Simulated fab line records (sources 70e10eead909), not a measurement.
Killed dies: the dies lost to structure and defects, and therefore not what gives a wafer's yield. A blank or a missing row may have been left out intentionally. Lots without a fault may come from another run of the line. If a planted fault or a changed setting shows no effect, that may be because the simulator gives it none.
Matching of chambers / flow nand harc / rie diel-13 running NHARC_A_CONTACT_DESCUM_47: 4 sister chambers
The step chemistry O2, time 3 s. 30 wafers are shown with their chamber, then 12 later ones without.

WAFERS WITH THEIR CHAMBER
wafer=L074.2; chamber=1; showerhead plenum p Torr (Torr)=1.97; drypump motor current A (A)=5.6; oes product au (a.u.)=1.003
wafer=L074.3; chamber=2; showerhead plenum p Torr (Torr)=2.02; drypump motor current A (A)=6.1; oes product au (a.u.)=0.997
wafer=L074.4; chamber=3; showerhead plenum p Torr (Torr)=1.80; drypump motor current A (A)=5.1; oes product au (a.u.)=1.000
wafer=L074.1; chamber=0; showerhead plenum p Torr (Torr)=1.96; drypump motor current A (A)=5.9; oes product au (a.u.)=0.991
wafer=L074.5; chamber=1; showerhead plenum p Torr (Torr)=1.97; drypump motor current A (A)=5.6; oes product au (a.u.)=1.002
wafer=L074.6; chamber=2; showerhead plenum p Torr (Torr)=2.02; drypump motor current A (A)=6.1; oes product au (a.u.)=1.011
wafer=L078.1; chamber=0; showerhead plenum p Torr (Torr)=1.96; drypump motor current A (A)=5.9; oes product au (a.u.)=0.995
wafer=L078.3; chamber=1; showerhead plenum p Torr (Torr)=1.97; drypump motor current A (A)=5.5; oes product au (a.u.)=0.986
wafer=L078.6; chamber=3; showerhead plenum p Torr (Torr)=1.79; drypump motor current A (A)=5.1; oes product au (a.u.)=0.983
wafer=L077.1; chamber=1; showerhead plenum p Torr (Torr)=1.97; drypump motor current A (A)=5.6; oes product au (a.u.)=1.003
wafer=L077.2; chamber=0; showerhead plenum p Torr (Torr)=1.95; drypump motor current A (A)=5.9; oes product au (a.u.)=0.998
wafer=L077.3; chamber=3; showerhead plenum p Torr (Torr)=1.79; drypump motor current A (A)=5.1; oes product au (a.u.)=0.988
wafer=L077.4; chamber=2; showerhead plenum p Torr (Torr)=2.02; drypump motor current A (A)=6.1; oes product au (a.u.)=0.999
wafer=L077.5; chamber=1; showerhead plenum p Torr (Torr)=1.97; drypump motor current A (A)=5.6; oes product au (a.u.)=1.000
wafer=L077.6; chamber=0; showerhead plenum p Torr (Torr)=1.95; drypump motor current A (A)=5.9; oes product au (a.u.)=0.993
wafer=L080.3; chamber=3; showerhead plenum p Torr (Torr)=1.79; drypump motor current A (A)=5.1; oes product au (a.u.)=0.970
wafer=L080.4; chamber=0; showerhead plenum p Torr (Torr)=1.95; drypump motor current A (A)=5.9; oes product au (a.u.)=0.994
wafer=L080.5; chamber=0; showerhead plenum p Torr (Torr)=1.95; drypump motor current A (A)=5.9; oes product au (a.u.)=0.996
wafer=L080.1; chamber=2; showerhead plenum p Torr (Torr)=2.02; drypump motor current A (A)=6.0; oes product au (a.u.)=0.990
wafer=L080.2; chamber=1; showerhead plenum p Torr (Torr)=1.97; drypump motor current A (A)=5.6; oes product au (a.u.)=0.985
wafer=L080.6; chamber=3; showerhead plenum p Torr (Torr)=1.79; drypump motor current A (A)=5.1; oes product au (a.u.)=0.981
wafer=L083.1; chamber=3; showerhead plenum p Torr (Torr)=1.79; drypump motor current A (A)=5.1; oes product au (a.u.)=0.983
wafer=L083.2; chamber=0; showerhead plenum p Torr (Torr)=1.95; drypump motor current A (A)=5.9; oes product au (a.u.)=1.002
wafer=L083.6; chamber=1; showerhead plenum p Torr (Torr)=1.97; drypump motor current A (A)=5.5; oes product au (a.u.)=0.978
wafer=L085.1; chamber=2; showerhead plenum p Torr (Torr)=2.01; drypump motor current A (A)=6.1; oes product au (a.u.)=0.989
wafer=L085.2; chamber=0; showerhead plenum p Torr (Torr)=1.95; drypump motor current A (A)=5.9; oes product au (a.u.)=0.995
wafer=L085.3; chamber=1; showerhead plenum p Torr (Torr)=1.96; drypump motor current A (A)=5.6; oes product au (a.u.)=0.991
wafer=L085.4; chamber=3; showerhead plenum p Torr (Torr)=1.79; drypump motor current A (A)=5.1; oes product au (a.u.)=0.984
wafer=L085.5; chamber=2; showerhead plenum p Torr (Torr)=2.01; drypump motor current A (A)=6.1; oes product au (a.u.)=0.993
wafer=L085.6; chamber=1; showerhead plenum p Torr (Torr)=1.96; drypump motor current A (A)=5.5; oes product au (a.u.)=0.990

SIGNATURES (averages over the wafers above)
reading=showerhead plenum p Torr; chamber 0=1.9525; chamber 1=1.9678; chamber 2=2.0167; chamber 3=1.7914; scatter within a chamber=0.00449
reading=drypump motor current A; chamber 0=5.900; chamber 1=5.567; chamber 2=6.083; chamber 3=5.100; scatter within a chamber=0.033
reading=oes product au; chamber 0=0.99550; chamber 1=0.99311; chamber 2=0.99650; chamber 3=0.98414; scatter within a chamber=0.00776
Rule: for a wafer and a chamber, the distance is found by dividing, reading by reading, the gap between the wafer's reading and the chamber's mean by the reading's scatter, squaring, summing and taking the root. The wafer belongs to the nearest chamber; if the next one is less than 2 further off, it can't be placed. How the scatter is found: for the shown wafers, subtract from each reading the mean of its chamber, square and add these, divide the total by (wafers less chambers), then take the root.

WAFERS WITHOUT THEIR CHAMBER
wafer=L092.1; showerhead plenum p Torr (Torr)=1.78; drypump motor current A (A)=5.1; oes product au (a.u.)=0.993
wafer=L092.2; showerhead plenum p Torr (Torr)=1.94; drypump motor current A (A)=5.9; oes product au (a.u.)=0.991
wafer=L092.5; showerhead plenum p Torr (Torr)=1.78; drypump motor current A (A)=5.1; oes product au (a.u.)=0.999
wafer=L091.2; showerhead plenum p Torr (Torr)=2.01; drypump motor current A (A)=6.1; oes product au (a.u.)=1.010
wafer=L091.5; showerhead plenum p Torr (Torr)=1.94; drypump motor current A (A)=5.9; oes product au (a.u.)=0.987
wafer=L091.6; showerhead plenum p Torr (Torr)=1.96; drypump motor current A (A)=5.6; oes product au (a.u.)=0.991
wafer=L096.1; showerhead plenum p Torr (Torr)=2.00; drypump motor current A (A)=6.1; oes product au (a.u.)=1.020
wafer=L096.2; showerhead plenum p Torr (Torr)=1.78; drypump motor current A (A)=5.1; oes product au (a.u.)=1.015
wafer=L096.5; showerhead plenum p Torr (Torr)=1.94; drypump motor current A (A)=5.9; oes product au (a.u.)=0.996
wafer=L096.3; showerhead plenum p Torr (Torr)=1.94; drypump motor current A (A)=5.9; oes product au (a.u.)=0.992
wafer=L096.4; showerhead plenum p Torr (Torr)=1.95; drypump motor current A (A)=5.6; oes product au (a.u.)=0.995
wafer=L096.6; showerhead plenum p Torr (Torr)=1.78; drypump motor current A (A)=5.1; oes product au (a.u.)=1.000

CHAMBER TAKEN BY EACH
wafer=L092.1; from the rows above=3; in truth=3
wafer=L092.2; from the rows above=0; in truth=0
wafer=L092.5; from the rows above=3; in truth=3
wafer=L091.2; from the rows above=2; in truth=2
wafer=L091.5; from the rows above=0; in truth=0
wafer=L091.6; from the rows above=1; in truth=1
wafer=L096.1; from the rows above=2; in truth=2
wafer=L096.2; from the rows above=3; in truth=3
wafer=L096.5; from the rows above=0; in truth=0
wafer=L096.3; from the rows above=0; in truth=0
wafer=L096.4; from the rows above=1; in truth=1
wafer=L096.6; from the rows above=3; in truth=3
Correctly placed: 12 of 12. Number that these rows cannot place: 0. 0 placed wrongly.
